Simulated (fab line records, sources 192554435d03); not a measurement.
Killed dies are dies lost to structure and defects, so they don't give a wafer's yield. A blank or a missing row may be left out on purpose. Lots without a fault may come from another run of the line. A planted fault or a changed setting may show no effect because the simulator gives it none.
fab line records | flow n5_finfet
record lots=24 wafers=72 last_day=19
route steps=1938 shown MOL_CONTACT_COAG@587 BEOL_M0_SAQP@633
lots that met no fault: from a run of the same line without faults
start_h: hours from the record's first day to the start of the lot's first wafer shown | wait_h: hours since the lot's step before | " the same as in the row above | L1.1+2: a row that stands for several wafers | - no value, or no start given | * or withheld: withheld | < > ~ a bound
route shown NAME@n: a module of which the file shows steps, and the number in the route of the first | usual: mean/standard deviation of fault-free wafers | same: alike in all rows | chamber/n: place in a boat | sites: the reading at each site | _std_site: their standard deviation | _edge_site: outer sites' mean less inner sites' | radius_mm: how far each site lies from the wafer's centre | mask NAME#n: copy n | behind: the tool/chamber that last shaped the wafer | hold: why the lot was held/for how many hours/how that ended | device: the transistor (n, p or np) that didn't switch | end of line: the same wafers' tests at the end of the route | a step without rows: its recipe alone | killed: dies lost to structure and defects at the first sort, not the wafer's yield | map: a wafer's dies, x killed, . not, _ none there
set.NAME: the setting as run; set.NAME@STEP: as run at that earlier step | model.NAME: the simulator's own value behind a step, which no gauge read
steps of the route over a sample of lots; a table a step, a row a wafer
services: from which hour (start_h, from the record's first day; less than 0 if before it) a tool's chamber was out of use, for how many hours, and why
## steps
# step N5_MOL_CONTACT_COAG_STRIP_96
# recipe chemistry=N2/H2 power_w=500 temp_c=40 pressure_mtorr=50 rf_frequency_hz=6e+07 overash_fraction=0.3 bias_power_w=28 h2_frac=0.5 n2_flow_sccm=300 h2_flow_sccm=300
# usual drypump_motor_current_A=5.60/0.29 oes_product_au=0.78/0.072 rf_vpp_V=122.3/1.1 showerhead_plenum_p_Torr=3.41/0.092 throttle_valve_pct=19.0/0.47
# columns lot.wafer tool chamber start_h wait_h drypump_motor_current_A oes_product_au rf_hours_counter_h rf_vpp_V showerhead_plenum_p_Torr throttle_valve_pct
L074.1 rie_diel-03 0 104.42 0.0 5.29 0.71 224 122.3 3.42 18.8
L074.4 " 1 " " 5.76 0.81 91 122.3 3.37 18.6
L074.6 " 0 " " 5.34 0.71 - 123.3 3.42 18.7
L075.2 rie_diel-06 3 107.07 0.0 5.12 0.73 155 123.8 3.51 19.9
L075.4 " 1 " " 5.61 0.72 204 122.9 3.45 19.2
L075.5 " 1 " " 5.64 0.72 - 122.2 3.45 19.2
L077.1 rie_diel-01 1 115.53 0.0 5.48 0.78 153 122.2 3.51 19.0
L077.2 " 2 " " 5.68 0.69 209 121.1 3.48 19.7
L077.4 " 3 " " 5.50 0.93 - 123.3 3.31 18.8
L078.1 rie_diel-06 2 127.29 0.0 5.52 0.83 65 121.1 3.40 18.7
L078.2 " 3 " " 5.13 0.73 160 119.9 3.50 19.9
L078.4 " 0 " " 5.92 0.85 57 123.3 3.26 18.3
L079.1 rie_diel-03 0 131.42 0.0 5.33 0.70 232 122.4 3.41 18.8
L079.4 " 2 " " 6.25 0.74 186 121.9 3.32 18.5
L079.6 " 2 " " 6.27 0.74 - 122.0 3.32 18.6
L080.2 rie_diel-01 3 135.36 0.0 5.51 0.91 25 123.0 3.30 18.8
L080.3 " 0 " " 5.70 0.89 43 123.9 3.58 18.7
L080.4 " 1 " " 5.48 0.76 160 122.3 3.50 19.0
L081.3 rie_diel-06 0 142.62 0.0 5.93 0.84 62 121.9 3.26 18.3
L081.4 " 2 " " 5.51 0.84 71 120.6 3.40 18.7
L081.6 " 3 " " 5.13 0.73 - 123.3 3.50 19.9
L082.3 rie_diel-06 0 149.29 0.0 5.91 0.84 65 120.4 3.26 18.3
L082.4 " 1 " " 5.63 0.72 - 122.6 3.44 19.2
L082.6 " 0 " " 5.91 0.84 - 121.5 3.26 18.3
L083.2 rie_diel-06 0 152.33 0.0 5.91 0.84 66 122.6 3.26 18.3
L083.5 " 3 " " 5.16 0.72 - 123.2 3.50 20.0
L083.6 " 0 " " 5.91 0.83 - 119.0 3.26 18.3
L084.1 rie_diel-01 0 160.35 0.0 5.74 0.87 52 124.4 3.57 18.7
L084.3 " 1 " " 5.49 0.75 169 122.6 3.50 19.0
L084.5 " 0 " " 5.75 0.87 - 124.6 3.57 18.7
L085.2 rie_diel-01 1 167.77 0.0 5.49 0.75 172 122.1 3.50 19.0
L085.4 " 0 " " 5.75 0.86 54 121.2 3.57 18.7
L085.6 " 2 " " 5.70 0.68 - 124.1 3.47 19.8
L086.1 rie_diel-06 2 169.75 0.0 5.52 0.81 76 122.6 3.40 18.7
L086.2 " 3 " " 5.12 0.72 177 122.4 3.49 19.9
L086.3 " 0 " " 5.92 0.83 71 121.9 3.26 18.3
L087.1 rie_diel-06 3 174.77 0.0 5.15 0.70 179 123.4 3.49 20.0
L087.2 " 1 " " 5.66 0.71 226 121.0 3.43 19.2
L087.5 " 1 " " 5.66 0.70 - 124.0 3.43 19.2
L088.1 rie_diel-01 1 179.94 0.0 5.50 0.76 175 122.2 3.49 19.0
L088.4 " 0 " " 5.70 0.85 58 121.7 3.57 18.7
L088.5 " 0 " " 5.76 0.85 - 123.6 3.57 18.7
L089.1 rie_diel-01 2 186.78 0.0 5.69 0.69 233 122.2 3.46 19.8
L089.4 " 0 " " 5.75 0.85 60 123.1 3.57 18.7
L089.6 " 3 " " 5.51 0.90 - 120.7 3.29 18.9
L090.1 rie_diel-03 1 195.34 0.0 5.76 0.77 123 121.4 3.36 18.7
L090.5 " 3 " " 5.16 0.72 - 122.4 3.37 19.1
L090.6 " 2 " " 6.27 0.72 - 120.7 3.31 18.6
L091.1 rie_diel-03 3 201.05 0.0 5.16 0.74 171 121.4 3.37 19.1
L091.2 " 1 " " 5.79 0.77 125 121.5 3.35 18.7
L091.4 " 3 " " 5.15 0.73 - 118.9 3.37 19.1
L092.2 rie_diel-01 1 206.26 0.0 5.50 0.75 186 122.5 3.49 19.0
L092.4 " 2 " " 5.69 0.68 241 123.0 3.46 19.7
L092.5 " 2 " " 5.74 0.67 - 125.2 3.46 19.8
L093.2 rie_diel-06 1 218.05 0.0 5.62 0.68 241 122.6 3.43 19.2
L093.4 " 2 " " 5.55 0.81 92 123.2 3.39 18.7
L093.6 " 2 " " 5.53 0.80 - 122.7 3.39 18.7
L076.2 rie_diel-01 0 219.65 0.0 5.74 0.84 72 124.1 3.56 18.7
L076.3 " 1 " " 5.48 0.74 190 122.6 3.49 19.1
L076.5 " 1 " " 5.48 0.74 - 120.7 3.49 19.0
L094.4 rie_diel-01 3 224.63 0.0 5.51 0.86 57 121.8 3.28 18.9
L094.5 " 0 " " 5.76 0.85 - 122.4 3.56 18.7
L094.6 " 1 " " 5.49 0.75 - 123.0 3.49 19.1
L095.1 rie_diel-01 1 231.42 0.0 5.50 0.73 194 120.0 3.49 19.1
L095.3 " 3 " " 5.52 0.85 59 121.7 3.28 18.9
L095.6 " 2 " " 5.66 0.66 - 122.3 3.45 19.8
L097.1 rie_diel-03 1 237.21 0.0 5.77 0.76 139 120.8 3.35 18.7
L097.3 " 2 " " 6.31 0.70 226 122.9 3.30 18.6
L097.6 " 2 " " 6.30 0.70 - 122.4 3.30 18.6
L096.1 rie_diel-03 0 240.24 0.0 5.34 0.92 14 123.1 3.40 18.3
L096.3 " 2 " " 6.27 0.71 227 122.2 3.30 18.6
L096.4 " 3 " " 5.16 0.72 186 121.0 3.36 19.2
# step N5_BEOL_M0_SAQP_ILD_DEP_01
# recipe material=SiOC target_thk_a=454.19 temp_c=350 precursor=DEMS/O2 pressure_torr=5 rf_w=500 time_s=8.7
# usual heater_power_outer_w=256/46 heater_power_w=495/62 showerhead_plenum_p_Torr=5.690/0.0092 throttle_valve_pct=11.6/0.45
# columns lot.wafer tool chamber start_h wait_h heater_power_outer_w heater_power_w showerhead_plenum_p_Torr throttle_valve_pct
L074.1 pecvd-02 2 110.55 0.0 191 398 5.683 11.2
L074.4 " 2 " " 199 390 5.694 11.0
L074.6 " 0 " " 283 500 5.670 12.0
L075.2 pecvd-03 1 113.56 0.0 191 456 5.692 11.5
L075.4 " 1 " " 194 447 5.676 11.6
L075.5 " 0 " " 224 418 5.682 12.2
L077.1 pecvd-02 1 121.40 0.0 197 423 5.687 12.0
L077.2 " 2 " " 255 472 5.683 10.8
L077.4 " 0 " " 258 481 5.677 12.0
L078.1 pecvd-04 0 133.22 0.0 268 556 5.710 11.9
L078.2 " 1 " " 342 624 5.704 11.3
L078.4 " 1 " " 338 624 5.687 11.6
L079.1 pecvd-04 1 137.27 0.0 275 539 5.689 11.3
L079.4 " 1 " " 266 516 5.696 11.7
L079.6 " 0 " " 201 462 5.703 11.8
L080.2 pecvd-03 1 141.06 0.0 213 481 5.705 11.7
L080.3 " 0 " " 211 404 5.680 12.2
L080.4 " 1 " " 213 476 5.699 11.6
L081.3 pecvd-04 0 149.11 0.0 269 548 5.685 12.1
L081.4 " 1 " " 357 645 5.689 11.7
L081.6 " 0 " " 275 550 5.692 12.2
L082.3 pecvd-04 0 155.40 0.0 260 545 5.699 12.0
L082.4 " 1 " " 351 621 5.687 11.3
L082.6 " 0 " " 257 551 5.691 12.0
L083.2 pecvd-03 1 158.37 0.0 206 463 5.674 11.6
L083.5 " 0 " " 267 475 5.681 12.2
L083.6 " 2 " " 249 469 5.684 11.1
L084.1 pecvd-02 2 166.93 0.0 244 447 5.700 10.9
L084.3 " 0 " " 283 510 5.678 12.1
L084.5 " 1 " " 234 473 5.700 11.7
L085.2 pecvd-04 0 173.55 0.0 268 554 5.684 11.9
L085.4 " 0 " " 272 556 5.685 12.4
L085.6 " 2 " " 250 474 5.677 10.6
L086.1 pecvd-04 0 176.54 0.0 242 514 5.686 12.0
L086.2 " 1 " " 337 609 5.705 11.3
L086.3 " 2 " " 237 443 5.671 10.9
L087.1 pecvd-02 2 180.97 0.0 259 475 5.698 11.2
L087.2 " 1 " " 187 407 5.704 11.9
L087.5 " 1 " " 188 413 5.676 11.7
L088.1 pecvd-02 1 186.22 0.0 197 419 5.675 11.6
L088.4 " 2 " " 249 455 5.695 10.9
L088.5 " 0 " " 311 534 5.680 11.8
L089.1 pecvd-04 0 192.79 0.0 260 534 5.707 12.3
L089.4 " 1 " " 315 579 5.695 11.3
L089.6 " 2 " " 244 446 5.694 11.1
L090.1 pecvd-04 0 201.17 0.0 251 543 5.696 12.0
L090.5 " 1 " " 331 594 5.710 11.1
L090.6 " 0 " " 251 535 5.700 12.2
L091.1 pecvd-03 1 206.88 0.0 201 457 5.695 11.5
L091.2 " 0 " " 282 514 5.680 12.4
L091.4 " 1 " " 199 461 5.684 11.6
L092.2 pecvd-02 1 214.21 0.0 183 388 5.697 12.0
L092.4 " 1 " " 183 405 5.685 11.5
L092.5 " 2 " " 227 427 5.703 11.2
L093.2 pecvd-03 1 224.08 0.0 226 498 5.694 11.9
L093.4 " 0 " " 264 481 5.687 12.4
L093.6 " 0 " " 267 474 5.699 12.4
L076.2 pecvd-02 2 227.06 0.0 227 421 5.691 11.3
L076.3 " 1 " " 218 449 5.682 12.0
L076.5 " 1 " " 212 452 5.685 12.3
L094.4 pecvd-04 1 230.42 0.0 346 628 5.687 11.5
L094.5 " 2 " " 270 494 5.683 11.0
L094.6 " 0 " " 214 478 5.697 11.7
L095.1 pecvd-04 0 238.16 0.0 271 553 5.711 12.0
L095.3 " 1 " " 260 508 5.696 11.3
L095.6 " 0 " " 270 557 5.693 11.9
L097.1 pecvd-02 1 243.32 0.0 219 455 5.680 11.9
L097.3 " 0 " " 303 547 5.706 12.1
L097.6 " 2 " " 236 451 5.683 11.1
L096.1 pecvd-03 1 247.43 0.0 193 434 5.687 11.6
L096.3 " 0 " " 279 480 5.685 12.5
L096.4 " 0 " " 267 497 5.681 12.3
# step N5_BEOL_M0_SAQP_HM_DEP_02
# recipe material=TiN target_thk_a=120 temp_c=25 chamber_pressure_pa=0.49996
# usual throttle_valve_pct=29.7/1.2
# columns lot.wafer tool chamber start_h wait_h throttle_valve_pct
L074.1 pvd_sputter-02 - 110.91 0.3 30.0
L074.4 " - " " 29.7
L074.6 " - " " 29.7
L075.2 pvd_sputter-02 - 114.03 0.5 31.4
L075.4 " - " " 29.8
L075.5 " - " " 29.6
L077.1 pvd_sputter-02 - 122.21 0.8 29.7
L077.2 " - " " 30.0
L077.4 " - " " 31.6
L078.1 pvd_sputter-01 - 134.41 1.2 31.5
L078.2 " - " " 29.2
L078.4 " - " " 29.7
L079.1 pvd_sputter-03 - 138.26 1.0 30.8
L079.4 " - " " 28.4
L079.6 " - " " 30.9
L080.2 pvd_sputter-02 - 141.77 0.7 31.6
L080.3 " - " " 29.5
L080.4 " - " " 29.5
L081.3 pvd_sputter-01 - 149.54 0.4 29.4
L081.4 " - " " 31.3
L081.6 " - " " 31.7
L082.3 pvd_sputter-03 - 156.19 0.8 27.3
L082.4 " - " " 29.0
L082.6 " - " " 27.3
L083.2 pvd_sputter-02 - 160.26 1.9 30.0
L083.5 " - " " 29.6
L083.6 " - " " 31.5
L084.1 pvd_sputter-02 - 169.62 2.7 29.7
L084.3 " - " " 31.5
L084.5 " - " " 29.7
L085.2 pvd_sputter-01 - 174.94 1.4 29.1
L085.4 " - " " 29.4
L085.6 " - " " 28.3
L086.1 pvd_sputter-02 - 177.06 0.5 29.9
L086.2 " - " " 29.5
L086.3 " - " " 31.4
L087.1 pvd_sputter-02 - 181.44 0.4 29.8
L087.2 " - " " 29.6
L087.5 " - " " 29.7
L088.1 pvd_sputter-01 - 187.89 1.7 31.1
L088.4 " - " " 29.3
L088.5 " - " " 29.0
L089.1 pvd_sputter-03 - 193.23 0.4 28.2
L089.4 " - " " 27.6
L089.6 " - " " 28.0
L090.1 pvd_sputter-03 - 201.95 0.8 28.9
L090.5 " - " " 28.2
L090.6 " - " " 29.0
L091.1 pvd_sputter-03 - 207.06 0.2 28.1
L091.2 " - " " 29.2
L091.4 " - " " 27.5
L092.2 pvd_sputter-01 - 214.64 0.4 29.2
L092.4 " - " " 31.3
L092.5 " - " " 31.6
L093.2 pvd_sputter-02 - 224.28 0.2 29.9
L093.4 " - " " 29.4
L093.6 " - " " 29.7
L076.2 pvd_sputter-03 - 227.26 0.2 27.9
L076.3 " - " " 29.1
L076.5 " - " " 27.7
L094.4 pvd_sputter-03 - 230.89 0.5 27.9
L094.5 " - " " 27.3
L094.6 " - " " 30.6
L095.1 pvd_sputter-01 - 240.12 1.9 29.2
L095.3 " - " " 31.6
L095.6 " - " " 31.9
L097.1 pvd_sputter-01 - 244.29 1.0 31.8
L097.3 " - " " 29.1
L097.6 " - " " 31.5
L096.1 pvd_sputter-02 - 248.17 0.7 29.4
L096.3 " - " " 29.7
L096.4 " - " " 29.7
# step N5_BEOL_M0_SAQP_PECVD_04
# recipe material=a-Si target_thk_a=600 temp_c=350 precursor=SiH4/He pressure_torr=3 rf_w=100 time_s=60.2
# usual heater_power_outer_w=356/44 heater_power_w=623/54 showerhead_plenum_p_Torr=5.649/0.019 throttle_valve_pct=17.7/0.7
# columns lot.wafer tool chamber start_h wait_h heater_power_outer_w heater_power_w showerhead_plenum_p_Torr throttle_valve_pct
L074.1 pecvd-03 1 111.15 0.0 292 574 5.658 17.5
L074.4 " 2 " " 405 674 5.624 16.9
L074.6 " 1 " " 291 584 5.653 17.5
L075.2 pecvd-03 0 114.27 0.0 399 643 5.635 18.3
L075.4 " 2 " " 345 597 5.630 17.1
L075.5 " 0 " " 385 640 5.634 18.6
L077.1 pecvd-04 1 122.44 0.0 395 661 5.675 17.5
L077.2 " 0 " " 354 687 5.656 18.1
L077.4 " 1 " " 384 677 5.669 17.2
L078.1 pecvd-03 1 134.65 0.0 293 588 5.661 17.8
L078.2 " 2 " " 393 647 5.608 17.1
L078.4 " 1 " " 297 575 5.659 17.6
L079.1 pecvd-04 2 138.50 0.0 445 701 5.656 17.8
L079.4 " 1 " " 463 752 5.652 17.2
L079.6 " 0 " " 361 670 5.669 18.7
L080.2 pecvd-02 2 142.07 0.0 322 571 5.675 16.5
L080.3 " 0 " " 421 666 5.648 17.9
L080.4 " 2 " " 341 570 5.642 16.6
L081.3 pecvd-02 2 149.86 0.1 356 595 5.661 16.5
L081.4 " 0 " " 427 709 5.638 17.8
L081.6 " 2 " " 366 593 5.656 16.8
L082.3 pecvd-03 0 156.43 0.0 392 674 5.651 19.0
L082.4 " 1 " " 295 583 5.663 17.5
L082.6 " 2 " " 339 595 5.623 16.9
L083.2 pecvd-03 1 160.50 0.0 322 632 5.651 17.5
L083.5 " 0 " " 350 597 5.641 18.6
L083.6 " 1 " " 321 632 5.666 17.5
L084.1 pecvd-03 0 169.86 0.0 340 592 5.641 18.5
L084.3 " 2 " " 395 658 5.610 17.3
L084.5 " 2 " " 404 670 5.620 17.1
L085.2 pecvd-03 2 175.17 0.0 354 609 5.603 17.3
L085.4 " 2 " " 343 590 5.611 17.0
L085.6 " 0 " " 344 593 5.650 18.7
L086.1 pecvd-02 1 177.30 0.0 291 533 5.660 18.1
L086.2 " 2 " " 343 578 5.667 16.8
L086.3 " 0 " " 393 667 5.657 18.2
L087.1 pecvd-03 1 181.67 0.0 296 602 5.660 17.3
L087.2 " 0 " " 360 594 5.647 18.6
L087.5 " 1 " " 307 598 5.655 17.5
L088.1 pecvd-03 1 188.13 0.0 306 594 5.656 17.5
L088.4 " 1 " " 316 607 5.646 17.7
L088.5 " 0 " " 372 643 5.660 18.7
L089.1 pecvd-02 1 193.46 0.0 281 522 5.646 18.4
L089.4 " 2 " " 300 518 5.648 16.5
L089.6 " 1 " " 279 531 5.654 17.8
L090.1 pecvd-03 0 202.18 0.0 364 623 5.653 18.7
L090.5 " 2 " " 392 669 5.618 17.0
L090.6 " 0 " " 372 634 5.640 18.7
L091.1 pecvd-02 2 207.30 0.0 284 491 5.664 17.2
L091.2 " 1 " " 331 610 5.663 18.2
L091.4 " 1 " " 341 593 5.649 17.9
L092.2 pecvd-04 1 214.87 0.0 430 727 5.673 17.0
L092.4 " 1 " " 433 747 5.676 17.7
L092.5 " 2 " " 370 626 5.650 16.7
L093.2 pecvd-04 2 224.52 0.0 328 564 5.634 16.9
L093.4 " 1 " " 404 708 5.673 17.6
L093.6 " 2 " " 319 570 5.656 16.9
L076.2 pecvd-03 0 227.55 0.0 378 626 5.650 18.8
L076.3 " 1 " " 306 589 5.649 17.6
L076.5 " 1 " " 301 593 5.651 17.2
L094.4 pecvd-04 0 231.16 0.0 322 636 5.677 18.4
L094.5 " 1 " " 418 711 5.671 17.6
L094.6 " 2 " " 383 620 5.649 16.8
L095.1 pecvd-04 2 240.35 0.0 333 568 5.645 16.6
L095.3 " 1 " " 457 785 5.681 17.2
L095.6 " 1 " " 462 776 5.676 17.6
L097.1 pecvd-02 0 244.53 0.0 349 597 5.646 18.3
L097.3 " 1 " " 325 600 5.644 18.2
L097.6 " 0 " " 346 589 5.660 18.3
L096.1 pecvd-03 1 248.41 0.0 303 594 5.654 17.7
L096.3 " 2 " " 402 669 5.593 15.9
L096.4 " 1 " " 300 577 5.674 17.2
# step N5_BEOL_M0_SAQP_SPACER1_ETCHBACK_99
# recipe chemistry=CHF3/O2 mode=anisotropic_etchback target=SiO2 target_depth_a=154 time_s=7.7 pressure_mtorr=30 source_w=650 bias_w=170 Ar_flow_sccm=200 CHF3_flow_sccm=50 O2_flow_sccm=5 ion_energy_ev=200
# usual drypump_motor_current_A=5.5/0.37 oes_f_703_au=0.78/0.083 oes_o_777_au=0.78/0.077 oes_product_au=0.79/0.084 rf_vpp_V=530/12 showerhead_plenum_p_Torr=2.46/0.076 throttle_valve_pct=19.03/0.17
# columns lot.wafer tool chamber start_h wait_h drypump_motor_current_A oes_f_703_au oes_o_777_au oes_product_au rf_hours_counter_h rf_vpp_V showerhead_plenum_p_Torr throttle_valve_pct
L074.1 rie_diel-04 1 113.06 0.3 5.0 0.75 0.76 0.77 125 536 2.52 18.93
L074.4 " 3 " " 5.3 0.69 0.68 0.69 207 534 2.38 19.15
L074.6 " 0 " " 5.5 0.76 0.78 0.76 - 540 2.51 18.73
L075.2 rie_diel-05 0 116.43 0.5 5.0 0.67 0.69 0.68 230 537 2.48 19.46
L075.4 " 2 " " 5.7 0.79 0.78 0.76 134 501 2.30 19.03
L075.5 " 1 " " 6.2 0.83 0.83 0.83 - 529 2.43 18.91
L077.1 rie_diel-05 3 124.47 0.3 5.4 0.75 0.75 0.76 156 527 2.34 18.98
L077.2 " 2 " " 5.7 0.79 0.77 0.76 136 501 2.30 19.02
L077.4 " 0 " " 5.0 0.67 0.68 0.68 233 537 2.48 19.45
L078.1 rie_diel-04 1 136.59 0.3 5.0 0.74 0.77 0.75 131 534 2.51 18.93
L078.2 " 0 " " 5.5 0.74 0.77 0.74 175 540 2.51 18.74
L078.4 " 0 " " 5.4 0.75 0.76 0.75 - 542 2.51 18.73
L079.1 rie_diel-04 3 141.41 0.3 5.4 0.68 0.69 0.69 215 533 2.37 19.18
L079.4 " 0 " " 5.5 0.75 0.76 0.74 - 542 2.51 18.73
L079.6 " 3 " " 5.3 0.69 0.68 0.68 - 534 2.37 19.17
L080.2 rie_diel-02 0 144.32 0.3 5.6 0.77 0.78 0.78 97 520 2.45 19.08
L080.3 " 3 " " 5.7 0.98 0.95 0.96 4 517 2.59 18.85
L080.4 " 2 " " 5.7 0.74 0.75 0.76 145 548 2.51 18.92
L081.3 rie_diel-02 2 151.95 0.3 5.7 0.74 0.75 0.75 148 547 2.51 18.92
L081.4 " 3 " " 5.7 0.96 0.93 0.96 7 519 2.59 18.88
L081.6 " 0 " " 5.6 0.77 0.78 0.78 - 519 2.45 19.08
L082.3 rie_diel-05 0 158.85 0.3 5.0 0.66 0.68 0.66 243 537 2.48 19.48
L082.4 " 2 " " 5.6 0.78 0.77 0.75 145 501 2.30 19.04
L082.6 " 0 " " 5.0 0.66 0.67 0.68 - 538 2.48 19.48
L083.2 rie_diel-05 3 162.66 0.3 5.3 0.74 0.75 0.75 167 526 2.33 18.98
L083.5 " 3 " " 5.3 0.74 0.74 0.75 - 528 2.33 18.97
L083.6 " 2 " " 5.6 0.78 0.77 0.75 - 500 2.30 19.04
L084.1 rie_diel-02 1 171.91 0.3 6.0 0.88 0.86 0.88 44 525 2.46 19.24
L084.3 " 3 " " 5.7 0.93 0.92 0.94 12 517 2.59 18.88
L084.5 " 2 " " 5.7 0.74 0.75 0.76 - 546 2.51 18.93
L085.2 rie_diel-02 2 177.21 0.3 5.7 0.74 0.75 0.76 154 548 2.51 18.95
L085.4 " 3 " " 5.7 0.93 0.92 0.92 13 518 2.58 18.89
L085.6 " 3 " " 5.7 0.94 0.92 0.93 - 519 2.58 18.89
L086.1 rie_diel-02 3 179.54 0.4 5.7 0.94 0.91 0.93 14 518 2.58 18.89
L086.2 " 2 " " 5.7 0.74 0.75 0.75 155 547 2.51 18.95
L086.3 " 1 " " 6.0 0.87 0.86 0.88 46 526 2.46 19.22
L087.1 rie_diel-02 2 184.83 0.3 5.7 0.74 0.74 0.75 156 549 2.51 18.95
L087.2 " 3 " " 5.7 0.93 0.91 0.92 16 516 2.58 18.88
L087.5 " 0 " " 5.5 0.76 0.77 0.78 - 520 2.44 19.08
L088.1 rie_diel-04 3 190.37 0.3 5.4 0.68 0.66 0.66 231 533 2.37 19.21
L088.4 " 1 " " 5.0 0.73 0.74 0.74 149 534 2.51 18.95
L088.5 " 3 " " 5.4 0.68 0.67 0.67 - 533 2.37 19.18
L089.1 rie_diel-05 3 195.52 0.3 5.4 0.73 0.73 0.75 179 527 2.33 19.02
L089.4 " 3 " " 5.4 0.73 0.74 0.75 - 527 2.33 18.99
L089.6 " 1 " " 6.2 0.81 0.81 0.82 - 529 2.42 18.96
L090.1 rie_diel-04 3 205.07 0.3 5.3 0.67 0.66 0.67 235 534 2.37 19.22
L090.5 " 2 " " 5.0 0.90 0.90 0.92 - 535 2.47 19.02
L090.6 " 3 " " 5.3 0.67 0.67 0.68 - 530 2.37 19.21
L091.1 rie_diel-02 3 209.69 0.3 5.7 0.92 0.90 0.91 21 517 2.58 18.90
L091.2 " 0 " " 5.6 0.76 0.76 0.78 114 518 2.44 19.09
L091.4 " 2 " " 5.7 0.73 0.74 0.76 161 548 2.51 18.97
L092.2 rie_diel-04 2 217.07 0.3 5.0 0.89 0.89 0.91 18 537 2.47 19.04
L092.4 " 3 " " 5.3 0.67 0.66 0.67 - 533 2.36 19.20
L092.5 " 2 " " 5.0 0.88 0.89 0.92 - 538 2.47 19.04
L093.2 rie_diel-04 3 226.52 0.3 5.4 0.66 0.66 0.67 243 531 2.36 19.21
L093.4 " 2 " " 5.0 0.88 0.87 0.90 - 537 2.47 19.06
L093.6 " 0 " " 5.5 0.72 0.74 0.73 - 540 2.50 18.81
L076.2 rie_diel-02 3 229.63 0.3 5.7 0.91 0.89 0.90 26 519 2.58 18.89
L076.3 " 2 " " 5.7 0.73 0.74 0.75 167 547 2.50 18.95
L076.5 " 1 " " 6.1 0.85 0.84 0.86 - 525 2.45 19.25
L094.4 rie_diel-02 2 233.76 0.3 5.7 0.72 0.73 0.75 169 549 2.50 18.95
L094.5 " 2 " " 5.7 0.73 0.74 0.75 - 547 2.50 18.97
L094.6 " 1 " " 6.0 0.85 0.84 0.87 - 525 2.45 19.26
L095.1 rie_diel-05 3 242.41 0.3 5.3 0.72 0.72 0.72 195 527 2.32 19.03
L095.3 " 0 " " 5.0 0.92 0.94 0.94 11 536 2.47 19.14
L095.6 " 3 " " 5.4 0.72 0.72 0.73 - 527 2.32 19.01
L097.1 rie_diel-04 2 246.56 0.3 5.0 0.86 0.87 0.87 29 536 2.47 19.04
L097.3 " 3 " " 5.4 0.66 0.66 0.66 250 534 2.36 19.23
L097.6 " 3 " " 5.4 0.66 0.66 0.65 - 533 2.36 19.23
L096.1 rie_diel-04 0 251.15 0.4 5.5 0.72 0.74 0.72 215 541 2.49 18.81
L096.3 " 2 " " 5.0 0.86 0.86 0.88 31 537 2.47 19.06
L096.4 " 0 " " 5.5 0.73 0.74 0.73 - 543 2.49 18.80
# step N5_BEOL_M0_SAQP_CD_MEAS_29
# recipe target_cd_nm=14.4 landing_energy_ev=1000 detector=se_inlens
# usual cd_nm=15.05/0.23
# columns lot.wafer tool chamber start_h wait_h cd_nm
L074.1 cd_sem-02 0 115.01 0.1 14.71
L074.4 " 0 " " 15.27
L074.6 " 0 " " 15.13
L075.2 cd_sem-02 0 118.41 0.1 15.05
L075.4 " 0 " " 14.73
L075.5 " 0 " " 15.14
L077.1 cd_sem-02 0 126.43 0.1 14.82
L077.2 " 0 " " 15.13
L077.4 " 0 " " 14.97
L078.1 cd_sem-02 0 138.58 0.1 15.09
L078.2 " 0 " " 14.96
L078.4 " 0 " " 15.37
L079.1 cd_sem-01 0 143.39 0.1 15.02
L079.4 " 0 " " 15.05
L079.6 " 0 " " 15.58
L080.2 cd_sem-03 0 147.27 0.1 14.36
L080.3 " 0 " " 15.16
L080.4 " 0 " " 14.99
L081.3 cd_sem-02 0 153.91 0.1 15.10
L081.4 " 0 " " 14.55
L081.6 " 0 " " 14.67
L082.3 cd_sem-02 0 160.82 0.1 14.99
L082.4 " 0 " " 15.03
L082.6 " 0 " " 15.13
L083.2 cd_sem-02 0 166.02 0.1 15.08
L083.5 " 0 " " 15.08
L083.6 " 0 " " 15.19
L084.1 cd_sem-03 0 173.91 0.1 14.97
L084.3 " 0 " " 14.64
L084.5 " 0 " " 14.85
L085.2 cd_sem-02 0 179.67 0.1 15.31
L085.4 " 0 " " 14.99
L085.6 " 0 " " 15.35
L086.1 cd_sem-01 0 182.10 0.1 14.85
L086.2 " 0 " " 15.37
L086.3 " 0 " " 15.15
L087.1 cd_sem-01 0 187.82 0.1 14.82
L087.2 " 0 " " 15.15
L087.5 " 0 " " 15.08
L088.1 cd_sem-03 0 192.33 0.1 15.43
L088.4 " 0 " " 15.30
L088.5 " 0 " " 15.04
L089.1 cd_sem-03 0 197.57 0.1 14.95
L089.4 " 0 " " 15.08
L089.6 " 0 " " 15.54
L090.1 cd_sem-01 0 207.57 0.1 14.83
L090.5 " 0 " " 15.02
L090.6 " 0 " " 14.97
L091.1 cd_sem-02 0 211.69 0.1 15.31
L091.2 " 0 " " 14.84
L091.4 " 0 " " 14.64
L092.2 cd_sem-01 0 219.03 0.1 15.11
L092.4 " 0 " " 15.03
L092.5 " 0 " " 15.11
L093.2 cd_sem-03 0 228.48 0.1 15.47
L093.4 " 0 " " 14.77
L093.6 " 0 " " 14.93
L076.2 cd_sem-03 0 231.62 0.1 15.06
L076.3 " 0 " " 14.89
L076.5 " 0 " " 15.26
L094.4 cd_sem-03 0 235.80 0.1 14.98
L094.5 " 0 " " 14.67
L094.6 " 0 " " 14.87
L095.1 cd_sem-02 0 245.01 0.1 15.20
L095.3 " 0 " " 15.06
L095.6 " 0 " " 15.50
L097.1 cd_sem-01 0 248.88 0.1 15.16
L097.3 " 0 " " 14.72
L097.6 " 0 " " 14.95
L096.1 cd_sem-01 0 253.18 0.1 15.46
L096.3 " 0 " " 15.09
L096.4 " 0 " " 14.75
## services
# columns tool chamber start_h hours kind
pvd_sputter-03 - 85.74 4.6 repair
rie_diel-01 2 87.98 4.9 repair
rie_diel-04 - 95.90 0.4 repair
rie_diel-01 3 105.08 9.1 repair
pecvd-04 - 106.11 2.8 pm
pvd_sputter-01 - 112.84 13.6 repair
rie_diel-01 0 113.19 5.2 repair
rie_diel-06 2 113.32 8.0 repair
rie_diel-05 2 128.71 1.6 repair
pecvd-02 1 130.79 30.3 repair
pvd_sputter-01 - 136.42 1.1 repair
pecvd-02 - 139.70 0.8 repair
rie_diel-06 2 144.85 12.2 repair
pecvd-03 - 146.85 5.5 pm
pvd_sputter-03 - 159.89 2.5 repair
pecvd-03 - 161.70 1.3 repair
pecvd-04 - 166.65 1.6 repair
rie_diel-02 - 180.09 1.3 repair
rie_diel-01 0 198.22 3.0 repair
rie_diel-04 1 214.95 6.7 repair
rie_diel-04 1 222.61 13.5 repair
rie_diel-02 1 230.65 2.4 repair
pecvd-03 0 230.99 13.4 repair
rie_diel-06 - 232.17 14.6 pm
## key
fault none
